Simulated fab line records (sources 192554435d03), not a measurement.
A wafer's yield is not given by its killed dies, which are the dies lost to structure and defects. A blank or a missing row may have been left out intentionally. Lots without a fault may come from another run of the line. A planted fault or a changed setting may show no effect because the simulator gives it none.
Chamber matching || flow n5-finfet || N5_SDB_ALD_29 on ald-sin-02 has 4 sister chambers
The step deposits SiNx, target thk 30 nm, pulse time 1 s, ald cycles 600. 8 wafers are shown with their chamber, then 9 later ones without.

EACH WAFER AND ITS CHAMBER
{"wafer": "L074.1", "chamber": 3, "heater-power-w (W)": 755, "chamber-pressure-Torr (Torr)": 2.012}
{"wafer": "L084.4", "chamber": 3, "heater-power-w (W)": 757, "chamber-pressure-Torr (Torr)": 2.002}
{"wafer": "L090.1", "chamber": 0, "heater-power-w (W)": 789, "chamber-pressure-Torr (Torr)": 2.000}
{"wafer": "L090.5", "chamber": 2, "heater-power-w (W)": 822, "chamber-pressure-Torr (Torr)": 2.004}
{"wafer": "L090.6", "chamber": 1, "heater-power-w (W)": 797, "chamber-pressure-Torr (Torr)": 1.998}
{"wafer": "L091.1", "chamber": 2, "heater-power-w (W)": 776, "chamber-pressure-Torr (Torr)": 2.007}
{"wafer": "L091.5", "chamber": 0, "heater-power-w (W)": 784, "chamber-pressure-Torr (Torr)": 2.002}
{"wafer": "L091.6", "chamber": 1, "heater-power-w (W)": 801, "chamber-pressure-Torr (Torr)": 2.001}

WAFERS MISSING THEIR CHAMBER
{"wafer": "L093.2", "heater-power-w (W)": 802, "chamber-pressure-Torr (Torr)": 2.002}
{"wafer": "L093.4", "heater-power-w (W)": 743, "chamber-pressure-Torr (Torr)": 2.008}
{"wafer": "L093.5", "heater-power-w (W)": 816, "chamber-pressure-Torr (Torr)": 1.997}
{"wafer": "L094.2", "heater-power-w (W)": 808, "chamber-pressure-Torr (Torr)": 1.997}
{"wafer": "L094.4", "heater-power-w (W)": 818, "chamber-pressure-Torr (Torr)": 1.998}
{"wafer": "L094.6", "heater-power-w (W)": 777, "chamber-pressure-Torr (Torr)": 2.000}
{"wafer": "L095.3", "heater-power-w (W)": 780, "chamber-pressure-Torr (Torr)": 2.006}
{"wafer": "L095.4", "heater-power-w (W)": 821, "chamber-pressure-Torr (Torr)": 2.003}
{"wafer": "L095.6", "heater-power-w (W)": 787, "chamber-pressure-Torr (Torr)": 2.001}

CHAMBER TAKEN BY EACH
{"wafer": "L093.2", "from the rows above": "can't be placed: 1 or 2 or 0", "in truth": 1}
{"wafer": "L093.4", "from the rows above": 3, "in truth": 3}
{"wafer": "L093.5", "from the rows above": "can't be placed: 1 or 0 or 2", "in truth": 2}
{"wafer": "L094.2", "from the rows above": "can't be placed: 1 or 0 or 2", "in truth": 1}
{"wafer": "L094.4", "from the rows above": "can't be placed: 1 or 0 or 2", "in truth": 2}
{"wafer": "L094.6", "from the rows above": "can't be placed: 0 or 1 or 2 or 3", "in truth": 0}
{"wafer": "L095.3", "from the rows above": "can't be placed: 2 or 0 or 3 or 1", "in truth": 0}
{"wafer": "L095.4", "from the rows above": "can't be placed: 2 or 1 or 0", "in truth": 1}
{"wafer": "L095.6", "from the rows above": "can't be placed: 0 or 1 or 2", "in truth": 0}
Correct placement for 1 of the 9. From these rows, 8 cannot be placed; in 8 the true chamber is one of the candidates. Number placed wrongly: 0.
How it was worked out, from the rows above alone: a wafer's distance from a chamber is the root of the sum, over the readings, of the square of ((its reading less the chamber's mean) divided by the reading's scatter). If the next closest chamber is less than 2 further off than the closest, the wafer can't be placed; otherwise it belongs to the closest. A chamber's mean is the mean of its shown wafers. The scatter: take each reading less its chamber's mean, square it, sum over the shown wafers, divide by the number of wafers less the number of chambers, and take the root.
